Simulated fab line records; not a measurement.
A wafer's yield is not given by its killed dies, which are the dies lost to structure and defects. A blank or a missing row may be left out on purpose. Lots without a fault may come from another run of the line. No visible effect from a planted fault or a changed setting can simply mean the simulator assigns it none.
A single fault, viewed from 2 desks | flow n5-finfet | each desk has only its own numbers; what lay behind them comes last

METROLOGY DESK
Means of the sampled wafers that have a number, per lot and without regard to the tool the lot ran on: this is what the gauges read. A lot is out of limits, marked OUT, if its mean lies more than 4 standard deviations from the usual mean; the brackets give that distance. Only the readings that lie furthest out on some lot appear, 7 of the 11 it has.
Columns: A = cd-nm at N5_MOL_CONTACT_COAG_CD_MEAS_101, usual 16.1 nm; B = DIBL_N at N5_BEOL_M4_RC_MEAS_101, usual 36.5 mV/V; C = DIBL_P at N5_BEOL_M4_RC_MEAS_101, usual 36.5 mV/V; D = IOFF_N at N5_BEOL_M4_RC_MEAS_101, usual 0.16 nA/um; E = SS_N at N5_BEOL_M4_RC_MEAS_101, usual 71.6 mV/dec; F = SS_P at N5_BEOL_M4_RC_MEAS_101, usual 73.4 mV/dec; G = VT_P at N5_BEOL_M4_RC_MEAS_101, usual -250.5 mV
lot  | first seen here | A    | B    | C    | D    | E    | F    | G
L783 | day 5 16:08     | 15.9 | 38.5 | 38.7 | 0.18 | 72.2 | 74.7 | -247.8
L791 | day 7 11:54     | 15.6 | 35.7 | 36.3 | 0.15 | 71.6 | 73.5 | -250.9
L793 | day 8 11:16     | 16.4 | 36.0 | 36.6 | 0.16 | 71.1 | 73.5 | -247.3
L795 | day 8 12:55     | 16.1 | 37.0 | 37.1 | 0.18 | 72.6 | 73.3 | -249.4
L797 | day 9 04:44     | 15.8 | 36.2 | 38.9 | 0.17 | 71.7 | 74.2 | -251.9
L802 | day 10 06:59    | 15.9 | 37.7 | 38.2 | 0.16 | 71.7 | 73.5 | -252.9
L803 | day 10 10:37    | 15.7 | 36.8 | 37.7 | 0.18 | 71.3 | 73.7 | -248.0
L805 | day 11 08:12    | 15.8 | 38.7 | 40.7 | 0.21 | 72.3 | 74.7 | -250.4
This desk's finding: nothing out of limits on any of the 8 lots.

TOOL OWNER'S DESK, rie-diel-02
The tool's own readings at N5_BEOL_M0_SAQP_SPACER2_ETCHBACK_27 (etches SiO2 in CHF3/O2, target depth 22.5 nm, time 11.25 s): means of the sampled wafers that have a number, for each lot that ran on this tool. A lot is out of limits, marked OUT, if its mean lies more than 4 standard deviations from the usual mean; the brackets give that distance.
Columns: A = drypump-motor-current-A at N5_BEOL_M0_SAQP_SPACER2_ETCHBACK_27, usual 5.7 A; B = oes_ar_750_au at N5_BEOL_M0_SAQP_SPACER2_ETCHBACK_27, usual 0.77 a.u.; C = oes-product-au at N5_BEOL_M0_SAQP_SPACER2_ETCHBACK_27, usual 0.76 a.u.; D = rf-vpp-V at N5_BEOL_M0_SAQP_SPACER2_ETCHBACK_27, usual 525 V; E = showerhead-plenum-p-Torr at N5_BEOL_M0_SAQP_SPACER2_ETCHBACK_27, usual 2.39 Torr; F = throttle-valve-pct at N5_BEOL_M0_SAQP_SPACER2_ETCHBACK_27, usual 18.8 %
lot  | first seen here | A   | B    | C    | D   | E    | F
L793 | day 8 22:53     | 5.9 | 0.89 | 0.89 | 528 | 2.40 | 18.6
L795 | day 9 03:11     | 5.4 | 0.78 | 0.77 | 512 | 2.48 | 19.3
L797 | day 9 15:40     | 5.7 | 0.83 | 0.77 | 520 | 2.44 | 18.9
This desk's finding: nothing out of limits on any of the 3 lots.

PUT TOGETHER
At the metrology desk, nothing out of limits was observed.
The desk of the tool owner found nothing out of limits.

WHAT THE SIMULATOR HAD PUT IN
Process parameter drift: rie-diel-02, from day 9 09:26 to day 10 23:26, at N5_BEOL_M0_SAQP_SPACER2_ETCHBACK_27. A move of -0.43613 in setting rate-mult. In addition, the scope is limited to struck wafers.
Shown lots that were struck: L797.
